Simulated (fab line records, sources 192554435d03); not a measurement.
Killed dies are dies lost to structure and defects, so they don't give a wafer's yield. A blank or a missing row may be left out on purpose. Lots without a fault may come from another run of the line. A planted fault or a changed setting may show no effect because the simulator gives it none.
Which tool did it? | flow n5_finfet | 24 lots, 72 wafers sampled, at 6 steps of a route of 1938

WHAT THE GAUGES READ, wafer by wafer
N5_DUMMY_GATE_INSPECT_17: inspects for defects (brightfield). Usual: raw_defect_count 191, standard deviation 51.
lot  | measured    | on                | raw_defect_count | flag
L074 | day 2 23:03 | defect_inspect-01 | 273 256 207      |
L075 | day 3 06:47 | defect_inspect-02 | 162 130 166      |
L076 | day 3 12:26 | defect_inspect-01 | 134 90 128       |
L077 | day 3 16:54 | defect_inspect-02 | 194 168 128      |
L078 | day 3 22:40 | defect_inspect-01 | 171 158 247      |
L079 | day 4 06:28 | defect_inspect-01 | 141 265 201      |
L080 | day 4 10:00 | defect_inspect-01 | 322 155 168      |
L081 | day 4 16:20 | defect_inspect-02 | 190 131 117      |
L082 | day 4 21:09 | defect_inspect-02 | 201 191 252      |
L083 | day 5 03:51 | defect_inspect-02 | 143 175 149      |
L084 | day 5 12:02 | defect_inspect-01 | 171 188 188      |
L085 | day 5 20:41 | defect_inspect-02 | 204 277 315      |
L086 | day 6 05:05 | defect_inspect-02 | 148 181 181      |
L087 | day 6 06:26 | defect_inspect-02 | 218 159 144      |
L088 | day 6 13:02 | defect_inspect-01 | 147 219 229      |
L089 | day 6 15:20 | defect_inspect-02 | 197 147 183      |
L090 | day 6 21:14 | defect_inspect-02 | 228 224 210      |
L091 | day 7 03:26 | defect_inspect-01 | 148 157 180      |
L092 | day 7 13:31 | defect_inspect-01 | 154 90 120       |
L093 | day 7 16:32 | defect_inspect-02 | 270 194 261      |
L094 | day 7 23:04 | defect_inspect-01 | 214 148 197      |
L095 | day 8 06:26 | defect_inspect-01 | 170 302 200      |
L096 | day 8 11:07 | defect_inspect-02 | 184 167 272      |
L097 | day 8 18:10 | defect_inspect-01 | 211 211 137      |

N5_SD_EPI_N_INSPECT_26: inspects for defects (darkfield). Usual: raw_defect_count 201, standard deviation 39.
lot  | measured    | on                | raw_defect_count | flag
L074 | day 3 06:05 | defect_inspect-01 | 223 225 211      |
L075 | day 3 14:05 | defect_inspect-01 | 176 187 171      |
L076 | day 3 19:44 | defect_inspect-02 | 141 134 168      |
L077 | day 3 23:53 | defect_inspect-02 | 174 169 179      |
L078 | day 4 06:33 | defect_inspect-02 | 181 193 268      |
L079 | day 4 13:34 | defect_inspect-02 | 164 232 256      |
L080 | day 4 18:08 | defect_inspect-01 | 227 189 162      |
L081 | day 4 22:48 | defect_inspect-01 | 209 168 161      |
L082 | day 5 04:26 | defect_inspect-02 | 162 220 212      |
L083 | day 5 10:55 | defect_inspect-02 | 150 171 130      |
L084 | day 5 19:02 | defect_inspect-01 | 188 214 202      |
L085 | day 6 03:16 | defect_inspect-01 | 196 253 266      |
L086 | day 6 13:47 | defect_inspect-02 | 158 189 148      |
L087 | day 6 14:47 | defect_inspect-02 | 210 200 191      |
L088 | day 6 19:50 | defect_inspect-02 | 156 171 205      |
L089 | day 6 21:41 | defect_inspect-02 | 258 223 214      |
L090 | day 7 03:52 | defect_inspect-01 | 183 233 192      |
L091 | day 7 09:45 | defect_inspect-02 | 214 200 224      |
L092 | day 7 20:47 | defect_inspect-02 | 176 131 181      |
L093 | day 7 22:52 | defect_inspect-01 | 282 219 241      |
L094 | day 8 05:53 | defect_inspect-02 | 189 188 217      |
L095 | day 8 13:23 | defect_inspect-02 | 191 229 188      |
L096 | day 8 18:57 | defect_inspect-01 | 237 223 291      |
L097 | day 9 01:47 | defect_inspect-01 | 215 278 225      |

WHICH TOOL RAN EACH LOT (tool, then ch and the chambers of the sampled wafers, then the start)
lot  | N5_DUMMY_GATE_STRIP_41            | N5_SPACER0_ALD_07                | N5_SPACER0_ALD_08                | N5_SD_EPI_N_ETCH_34
L074 | rie_diel-04 ch 0,2,3, day 2 23:40 | ald_sin-01 ch 0,2, day 3 00:50   | ald_sin-01 ch 0,2, day 3 01:14   | rie_diel-01 ch 0,2, day 3 02:09
L075 | rie_diel-06 ch 1,2, day 3 07:29   | ald_sin-02 ch 0,2,3, day 3 08:28 | ald_sin-02 ch 0,2,3, day 3 08:53 | rie_diel-02 ch 2,3, day 3 09:26
L076 | rie_diel-06 ch 2,3, day 3 12:59   | ald_sin-02 ch 0,1,2, day 3 13:54 | ald_sin-02 ch 0,1,2, day 3 14:19 | rie_diel-05 ch 0,1, day 3 14:59
L077 | rie_diel-04 ch 0,2, day 3 17:25   | ald_sin-01 ch 2,3, day 3 18:08   | ald_sin-01 ch 2,3, day 3 18:32   | rie_diel-01 ch 0,2, day 3 19:13
L078 | rie_diel-03 ch 0,2,3, day 3 23:10 | ald_sin-01 ch 1,2,3, day 3 23:53 | ald_sin-01 ch 1,2,3, day 4 00:18 | rie_diel-05 ch 2,3, day 4 00:51
L079 | rie_diel-04 ch 0,1,2, day 4 06:58 | ald_sin-01 ch 0,2,3, day 4 07:49 | ald_sin-01 ch 0,2,3, day 4 08:14 | rie_diel-01 ch 0,1,2, day 4 08:55
L080 | rie_diel-03 ch 0,2,3, day 4 10:30 | ald_sin-01 ch 0,1,3, day 4 11:35 | ald_sin-01 ch 0,1,3, day 4 12:00 | rie_diel-05 ch 0,2,3, day 4 12:58
L081 | rie_diel-03 ch 2,3, day 4 16:50   | ald_sin-02 ch 1,3, day 4 17:34   | ald_sin-02 ch 1,3, day 4 17:58   | rie_diel-01 ch 0,3, day 4 18:53
L082 | rie_diel-04 ch 0,2,3, day 4 21:40 | ald_sin-02 ch 0,1,3, day 4 22:23 | ald_sin-02 ch 0,1,3, day 4 22:47 | rie_diel-05 ch 0,1,3, day 4 23:29
L083 | rie_diel-06 ch 1,2,3, day 5 04:21 | ald_sin-01 ch 1,2,3, day 5 05:51 | ald_sin-01 ch 1,2,3, day 5 06:16 | rie_diel-05 ch 0,2,3, day 5 06:55
L084 | rie_diel-06 ch 0,2,3, day 5 12:33 | ald_sin-04 ch 0,1,3, day 5 13:17 | ald_sin-04 ch 0,1,3, day 5 13:41 | rie_diel-05 ch 0,1,2, day 5 14:23
L085 | rie_diel-04 ch 0,1,3, day 5 21:19 | ald_sin-01 ch 0,3, day 5 22:12   | ald_sin-01 ch 0,3, day 5 22:37   | rie_diel-02 ch 0,1,3, day 5 23:17
L086 | rie_diel-04 ch 0,1,2, day 6 05:35 | ald_sin-01 ch 1,2,3, day 6 06:27 | ald_sin-01 ch 1,2,3, day 6 06:52 | rie_diel-05 ch 2,3, day 6 09:43
L087 | rie_diel-06 ch 0,1,3, day 6 07:19 | ald_sin-04 ch 0,2, day 6 08:52   | ald_sin-04 ch 0,2, day 6 09:17   | rie_diel-02 ch 0,2,3, day 6 09:58
L088 | rie_diel-04 ch 1,2,3, day 6 13:51 | ald_sin-02 ch 0,1,2, day 6 14:34 | ald_sin-02 ch 0,1,2, day 6 14:59 | rie_diel-05 ch 0,1, day 6 15:41
L089 | rie_diel-04 ch 0,1,3, day 6 15:55 | ald_sin-04 ch 1,2,3, day 6 16:44 | ald_sin-04 ch 1,2,3, day 6 17:09 | rie_diel-02 ch 1,2,3, day 6 17:43
L090 | rie_diel-06 ch 0,1,2, day 6 21:54 | ald_sin-02 ch 0,1,3, day 6 22:38 | ald_sin-02 ch 0,1,3, day 6 23:03 | rie_diel-01 ch 0,1,3, day 6 23:36
L091 | rie_diel-06 ch 1,2,3, day 7 03:56 | ald_sin-04 ch 2,3, day 7 04:44   | ald_sin-04 ch 2,3, day 7 05:09   | rie_diel-02 ch 1,2,3, day 7 05:50
L092 | rie_diel-06 ch 0,2,3, day 7 14:01 | ald_sin-01 ch 2,3, day 7 14:44   | ald_sin-01 ch 2,3, day 7 15:09   | rie_diel-01 ch 0,1,2, day 7 15:50
L093 | rie_diel-06 ch 0,3, day 7 17:02   | ald_sin-04 ch 0,1,2, day 7 17:45 | ald_sin-04 ch 0,1,2, day 7 18:10 | rie_diel-05 ch 2,3, day 7 18:58
L094 | rie_diel-06 ch 0,2,3, day 7 23:35 | ald_sin-04 ch 0,2,3, day 8 00:32 | ald_sin-04 ch 0,2,3, day 8 00:57 | rie_diel-05 ch 0,1,2, day 8 01:59
L095 | rie_diel-06 ch 2,3, day 8 07:05   | ald_sin-01 ch 0,2,3, day 8 07:49 | ald_sin-01 ch 0,2,3, day 8 08:13 | rie_diel-02 ch 0,1,2, day 8 08:54
L096 | rie_diel-06 ch 0,2, day 8 11:37   | ald_sin-01 ch 0,1,3, day 8 13:21 | ald_sin-01 ch 0,1,3, day 8 13:46 | rie_diel-05 ch 2,3, day 8 14:19
L097 | rie_diel-04 ch 0,3, day 8 18:44   | ald_sin-01 ch 0,1,2, day 8 19:57 | ald_sin-01 ch 0,1,2, day 8 20:22 | rie_diel-01 ch 1,2,3, day 8 21:07
- N5_DUMMY_GATE_STRIP_41: strips in O2.
- N5_SPACER0_ALD_07: deposits SiNx, target thk 2 nm.
- N5_SPACER0_ALD_08: deposits SiNx, target thk 2 nm.
- N5_SD_EPI_N_ETCH_34: etches SiARC in CF4, target depth 45.5 nm, time 75.8 s.

WHAT THE TOOLS THEMSELVES READ (means of the sampled wafers that have a number; where no wafer has one, the mark that the record gives instead)
N5_DUMMY_GATE_STRIP_41. Usual: chamber_pressure_mTorr 29.999 mTorr, standard deviation 0.024; drypump_motor_current_A 5.9 A, standard deviation 0.64; oes_product_au 0.76 a.u., standard deviation 0.072; rf_vpp_V 3.7 V, standard deviation 0.53; showerhead_plenum_p_Torr 2.08 Torr, standard deviation 0.062; temp_c 39.99 C, standard deviation 0.1; throttle_valve_pct 16.76 %, standard deviation 0.2.
lot  | tool        | chamber_pressure_mTorr (mTorr) | drypump_motor_current_A (A) | oes_product_au (a.u.) | rf_vpp_V (V) | showerhead_plenum_p_Torr (Torr) | temp_c (C) | throttle_valve_pct (%) | flag
L074 | rie_diel-04 | 30.005                         | 5.7                         | 0.81                  | 4.0          | 2.11                            | 39.96      | 16.62                  |
L075 | rie_diel-06 | 30.024                         | 5.2                         | 0.72                  | 3.9          | 2.09                            | 39.97      | 16.90                  |
L076 | rie_diel-06 | 30.002                         | 6.2                         | 0.71                  | 3.5          | 2.02                            | 39.88      | 16.78                  |
L077 | rie_diel-04 | 29.991                         | 5.9                         | 0.79                  | 3.8          | 2.09                            | 39.98      | 16.47                  |
L078 | rie_diel-03 | 29.986                         | 6.4                         | 0.75                  | 4.1          | 2.08                            | 39.97      | 16.62                  |
L079 | rie_diel-04 | 29.978                         | 5.9                         | 0.86                  | 3.5          | 2.07                            | 39.94      | 16.57                  |
L080 | rie_diel-03 | 30.003                         | 6.4                         | 0.74                  | 3.7          | 2.08                            | 40.01      | 16.63                  |
L081 | rie_diel-03 | 29.986                         | 6.4                         | 0.72                  | 3.4          | 2.11                            | 40.00      | 16.73                  |
L082 | rie_diel-04 | 29.998                         | 5.7                         | 0.78                  | 3.5          | 2.11                            | 39.96      | 16.65                  |
L083 | rie_diel-06 | 29.999                         | 5.9                         | 0.70                  | 3.5          | 2.04                            | 40.07      | 16.88                  |
L084 | rie_diel-06 | 29.986                         | 5.9                         | 0.74                  | 3.8          | 2.06                            | 39.86      | 16.80                  |
L085 | rie_diel-04 | 30.003                         | 6.1                         | 0.79                  | 3.8          | 2.11                            | 39.99      | 16.80                  |
L086 | rie_diel-04 | 29.998                         | 6.0                         | 0.82                  | 3.5          | 2.06                            | 40.02      | 16.58                  |
L087 | rie_diel-06 | 30.000                         | 6.3                         | 0.72                  | 3.8          | 2.06                            | 39.98      | 16.84                  |
L088 | rie_diel-04 | 29.975                         | 5.7                         | 0.85                  | 3.6          | 2.08                            | 40.02      | 16.77                  |
L089 | rie_diel-04 | 30.003                         | 6.2                         | 0.79                  | 3.9          | 2.11                            | 39.86      | 16.82                  |
L090 | rie_diel-06 | 30.027                         | 5.6                         | 0.73                  | 4.2          | 2.09                            | 40.00      | 16.89                  |
L091 | rie_diel-06 | 30.003                         | 5.9                         | 0.70                  | 4.0          | 2.04                            | 39.94      | 16.91                  |
L092 | rie_diel-06 | 30.004                         | 5.9                         | 0.73                  | 3.9          | 2.05                            | 39.95      | 16.82                  |
L093 | rie_diel-06 | 30.006                         | 6.3                         | 0.76                  | 3.9          | 2.06                            | 39.99      | 16.77                  |
L094 | rie_diel-06 | 29.991                         | 5.9                         | 0.72                  | 3.4          | 2.05                            | 40.01      | 16.83                  |
L095 | rie_diel-06 | 30.008                         | 6.2                         | 0.69                  | 4.0          | 2.00                            | 39.89      | 16.86                  |
L096 | rie_diel-06 | 30.004                         | 5.7                         | 0.76                  | 3.7          | 2.10                            | 39.92      | 16.82                  |
L097 | rie_diel-04 | 30.002                         | 6.1                         | 0.71                  | 3.8          | 2.13                            | 40.00      | 16.76                  |

N5_SPACER0_ALD_07. Usual: heater_power_outer_w 496 W, standard deviation 60; heater_power_w 804 W, standard deviation 68; susceptor_temp_C 400.03 C, standard deviation 0.2.
lot  | tool       | heater_power_outer_w (W) | heater_power_w (W) | susceptor_temp_C (C) | flag
L074 | ald_sin-01 | 437                      | 743                | 399.80               |
L075 | ald_sin-02 | 466                      | 774                | 400.06               |
L076 | ald_sin-02 | 464                      | 758                | 400.11               |
L077 | ald_sin-01 | 434                      | 736                | 400.25               |
L078 | ald_sin-01 | 481                      | 788                | 400.22               |
L079 | ald_sin-01 | 445                      | 755                | 400.15               |
L080 | ald_sin-01 | 479                      | 806                | 400.07               |
L081 | ald_sin-02 | 478                      | 771                | 399.81               |
L082 | ald_sin-02 | 494                      | 770                | 399.96               |
L083 | ald_sin-01 | 474                      | 790                | 400.05               |
L084 | ald_sin-04 | 577                      | 885                | 400.06               |
L085 | ald_sin-01 | 459                      | 781                | 399.97               |
L086 | ald_sin-01 | 481                      | 783                | 400.01               |
L087 | ald_sin-04 | 603                      | 881                | 399.94               |
L088 | ald_sin-02 | 471                      | 747                | 400.01               |
L089 | ald_sin-04 | 535                      | 884                | 400.04               |
L090 | ald_sin-02 | 496                      | 764                | 399.85               |
L091 | ald_sin-04 | 537                      | 892                | 399.92               |
L092 | ald_sin-01 | 439                      | 743                | 400.09               |
L093 | ald_sin-04 | 566                      | 871                | 399.87               |
L094 | ald_sin-04 | 583                      | 907                | 400.00               |
L095 | ald_sin-01 | 452                      | 760                | 399.95               |
L096 | ald_sin-01 | 488                      | 811                | 400.03               |
L097 | ald_sin-01 | 477                      | 776                | 399.92               |

N5_SPACER0_ALD_08. Usual: heater_power_outer_w 497 W, standard deviation 61; heater_power_w 807 W, standard deviation 71; susceptor_temp_C 400.02 C, standard deviation 0.23.
lot  | tool       | heater_power_outer_w (W) | heater_power_w (W) | susceptor_temp_C (C) | flag
L074 | ald_sin-01 | 438                      | 745                | 399.94               |
L075 | ald_sin-02 | 468                      | 765                | 400.11               |
L076 | ald_sin-02 | 463                      | 752                | 400.17               |
L077 | ald_sin-01 | 430                      | 731                | 399.82               |
L078 | ald_sin-01 | 479                      | 792                | 400.08               |
L079 | ald_sin-01 | 446                      | 766                | 400.24               |
L080 | ald_sin-01 | 473                      | 811                | 400.15               |
L081 | ald_sin-02 | 476                      | 758                | 399.84               |
L082 | ald_sin-02 | 491                      | 775                | 399.90               |
L083 | ald_sin-01 | 465                      | 777                | 399.86               |
L084 | ald_sin-04 | 578                      | 900                | 399.96               |
L085 | ald_sin-01 | 454                      | 795                | 400.00               |
L086 | ald_sin-01 | 478                      | 798                | 400.10               |
L087 | ald_sin-04 | 612                      | 881                | 399.87               |
L088 | ald_sin-02 | 471                      | 741                | 399.83               |
L089 | ald_sin-04 | 543                      | 900                | 399.87               |
L090 | ald_sin-02 | 497                      | 786                | 399.99               |
L091 | ald_sin-04 | 547                      | 905                | 399.90               |
L092 | ald_sin-01 | 440                      | 732                | 400.15               |
L093 | ald_sin-04 | 565                      | 867                | 400.20               |
L094 | ald_sin-04 | 575                      | 897                | 400.07               |
L095 | ald_sin-01 | 448                      | 752                | 400.01               |
L096 | ald_sin-01 | 480                      | 814                | 399.98               |
L097 | ald_sin-01 | 479                      | 780                | 400.13               |

N5_SD_EPI_N_ETCH_34. Usual: chamber_pressure_mTorr 40.00 mTorr, standard deviation 0.034; drypump_motor_current_A 5.8 A, standard deviation 0.3; etch_rf_on_time_s 75.5 s, standard deviation 1.7; oes_product_au 0.66 a.u., standard deviation 0.061; rf_vpp_V 184.1 V, standard deviation 1.4; showerhead_plenum_p_Torr 2.14 Torr, standard deviation 0.085; throttle_valve_pct 15.63 %, standard deviation 0.21.
lot  | tool        | chamber_pressure_mTorr (mTorr) | drypump_motor_current_A (A) | etch_rf_on_time_s (s) | oes_product_au (a.u.) | rf_vpp_V (V) | showerhead_plenum_p_Torr (Torr) | throttle_valve_pct (%) | flag
L074 | rie_diel-01 | 40.02                          | 6.0                         | 74.5                  | 0.61                  | 182.1        | 2.07                            | 15.84                  |
L075 | rie_diel-02 | 40.03                          | 5.4                         | 75.0                  | 0.69                  | 184.3        | 2.14                            | 15.71                  |
L076 | rie_diel-05 | 39.99                          | 6.1                         | 75.6                  | 0.63                  | 184.6        | 2.21                            | 15.64                  |
L077 | rie_diel-01 | 39.99                          | 6.1                         | 76.9                  | 0.59                  | 182.7        | 2.10                            | 15.97                  |
L078 | rie_diel-05 | 40.01                          | 5.7                         | 76.3                  | 0.73                  | 185.6        | 2.20                            | 15.39                  |
L079 | rie_diel-01 | 40.01                          | 6.0                         | 75.4                  | 0.61                  | 183.6        | 2.14                            | 15.82                  |
L080 | rie_diel-05 | 40.02                          | 5.9                         | 75.7                  | 0.67                  | 184.9        | 2.18                            | 15.54                  |
L081 | rie_diel-01 | 39.99                          | 5.8                         | 76.8                  | 0.63                  | 184.1        | 2.14                            | 15.85                  |
L082 | rie_diel-05 | 40.04                          | 6.0                         | 76.4                  | 0.66                  | 184.9        | 2.23                            | 15.52                  |
L083 | rie_diel-05 | 39.99                          | 5.9                         | 76.6                  | 0.67                  | 184.3        | 2.17                            | 15.56                  |
L084 | rie_diel-05 | 39.99                          | 5.9                         | 76.4                  | 0.64                  | 184.4        | 2.16                            | 15.63                  |
L085 | rie_diel-02 | 39.99                          | 5.6                         | 74.2                  | 0.62                  | 182.2        | 2.07                            | 15.82                  |
L086 | rie_diel-05 | 40.01                          | 5.7                         | 75.2                  | 0.70                  | 185.3        | 2.19                            | 15.44                  |
L087 | rie_diel-02 | 39.99                          | 5.5                         | 76.5                  | 0.66                  | 184.3        | 2.09                            | 15.68                  |
L088 | rie_diel-05 | 39.99                          | 6.0                         | 76.2                  | 0.62                  | 185.2        | 2.21                            | 15.63                  |
L089 | rie_diel-02 | 40.00                          | 5.5                         | 75.5                  | 0.64                  | 182.7        | 2.09                            | 15.80                  |
L090 | rie_diel-01 | 39.99                          | 5.7                         | 75.0                  | 0.73                  | 183.8        | 2.17                            | 15.58                  |
L091 | rie_diel-02 | 40.05                          | 5.5                         | 74.7                  | 0.64                  | 183.8        | 2.09                            | 15.80                  |
L092 | rie_diel-01 | 39.99                          | 6.0                         | 74.5                  | 0.68                  | 183.8        | 2.13                            | 15.71                  |
L093 | rie_diel-05 | 40.00                          | 5.7                         | 75.4                  | 0.68                  | 184.0        | 2.11                            | 15.55                  |
L094 | rie_diel-05 | 40.01                          | 5.9                         | 76.4                  | 0.62                  | 184.1        | 2.15                            | 15.67                  |
L095 | rie_diel-02 | 40.03                          | 5.6                         | 76.1                  | 0.71                  | 184.4        | 2.13                            | 15.56                  |
L096 | rie_diel-05 | 40.02                          | 5.7                         | 75.6                  | 0.68                  | 182.8        | 2.11                            | 15.56                  |
L097 | rie_diel-01 | 39.99                          | 5.6                         | 74.0                  | 0.64                  | 183.7        | 2.14                            | 15.63                  |

THE ANSWER, worked out from the rows above alone
Rule: a lot is off if the mean of its wafers that have a number lies more than 3 standard deviations from the usual mean. A lot without any number at a reading at which 4 lots or more have one is off too. The other lots that the step has rows for count as sound. The gauges are gone through in route order, then the tools' own readings, and for those a lot's mean is taken as printed above. The first step at which some lot is off is used, and at that step the reading that is off furthest; a lot without a number counts as furthest.
No lot is off at any reading shown: from this, nothing can be told.

WHAT THE SIMULATOR HAD PUT IN
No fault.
